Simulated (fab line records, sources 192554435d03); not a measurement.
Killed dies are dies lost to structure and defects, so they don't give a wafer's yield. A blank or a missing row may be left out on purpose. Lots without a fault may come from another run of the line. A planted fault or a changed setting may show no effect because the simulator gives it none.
Chamber matching | flow n5_finfet | N5_BEOL_M15_ILD_DEP_00 on pecvd-02: 3 sister chambers
The step deposits SiO2 from TEOS/O2, target thk 1629.3 nm, time 346.1 s. 20 wafers are shown with their chamber, then 10 later ones without.

WAFERS WITH THEIR CHAMBER
wafer  | chamber | throttle_valve_pct (%) | showerhead_plenum_p_Torr (Torr) | heater_power_w (W)
L076.1 | 1       | 19.4                   | 8.373                           | 674
L076.3 | 2       | 18.0                   | 8.331                           | 444
L076.5 | 0       | 19.6                   | 8.329                           | 685
L081.1 | 0       | 19.6                   | 8.328                           | 531
L081.5 | 1       | 19.4                   | 8.370                           | 541
L081.6 | 0       | 19.6                   | 8.338                           | 636
L082.1 | 2       | 18.3                   | 8.342                           | 453
L082.4 | 1       | 19.3                   | 8.342                           | 569
L082.6 | 2       | 18.1                   | 8.320                           | 519
L084.1 | 0       | 19.5                   | 8.315                           | 629
L084.2 | 1       | 19.4                   | 8.370                           | 606
L084.3 | 2       | 18.1                   | 8.327                           | 498
L087.1 | 1       | 19.2                   | 8.368                           | 619
L087.2 | 0       | 19.6                   | 8.341                           | 549
L087.5 | 2       | 18.4                   | 8.345                           | 496
L086.3 | 0       | 19.6                   | 8.351                           | 613
L086.4 | 0       | 19.6                   | 8.334                           | 495
L086.6 | 2       | 18.2                   | 8.343                           | 389
L090.2 | 1       | 19.2                   | 8.359                           | 656
L090.5 | 0       | 19.7                   | 8.355                           | 506

SIGNATURES (means of the wafers above)
reading                  | chamber 0 | chamber 1 | chamber 2 | scatter within a chamber
throttle_valve_pct       | 19.600    | 19.317    | 18.183    | 0.102
showerhead_plenum_p_Torr | 8.33638   | 8.36367   | 8.33467   | 0.0118
heater_power_w           | 580.50    | 610.83    | 466.50    | 58.3
Rule: a wafer's distance from a chamber is the root of the sum, over the readings, of the square of ((its reading less the chamber's mean) divided by the reading's scatter). The wafer belongs to the nearest chamber; if the next one is less than 2 further off, it can't be placed. The scatter: the root of (the sum of the squares of (reading less its chamber's mean) over the shown wafers, divided by (wafers less chambers)).

WAFERS WITHOUT THEIR CHAMBER
wafer  | throttle_valve_pct (%) | showerhead_plenum_p_Torr (Torr) | heater_power_w (W)
L090.6 | 18.3                   | 8.332                           | 402
L093.1 | 19.4                   | 8.355                           | 564
L093.3 | 19.5                   | 8.335                           | 554
L093.4 | 18.2                   | 8.336                           | 388
L095.1 | 18.2                   | 8.295                           | 423
L095.2 | 19.1                   | 8.361                           | 720
L095.3 | 19.4                   | 8.377                           | 611
L097.2 | 19.5                   | 8.347                           | 625
L097.4 | 19.4                   | 8.347                           | 709
L097.5 | 19.7                   | 8.334                           | 622

WHICH CHAMBER EACH WENT THROUGH
wafer  | from the rows above     | in truth
L090.6 | 2                       | 2
L093.1 | can't be placed: 1 or 0 | 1
L093.3 | 0                       | 0
L093.4 | 2                       | 2
L095.1 | 2                       | 2
L095.2 | 1                       | 1
L095.3 | 1                       | 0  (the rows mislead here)
L097.2 | can't be placed: 0 or 1 | 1
L097.4 | can't be placed: 1 or 0 | 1
L097.5 | 0                       | 0
Placed correctly: 6 of 10. Can't be placed from these rows: 3 (the true chamber is among the candidates in 3). Placed wrongly: 1.
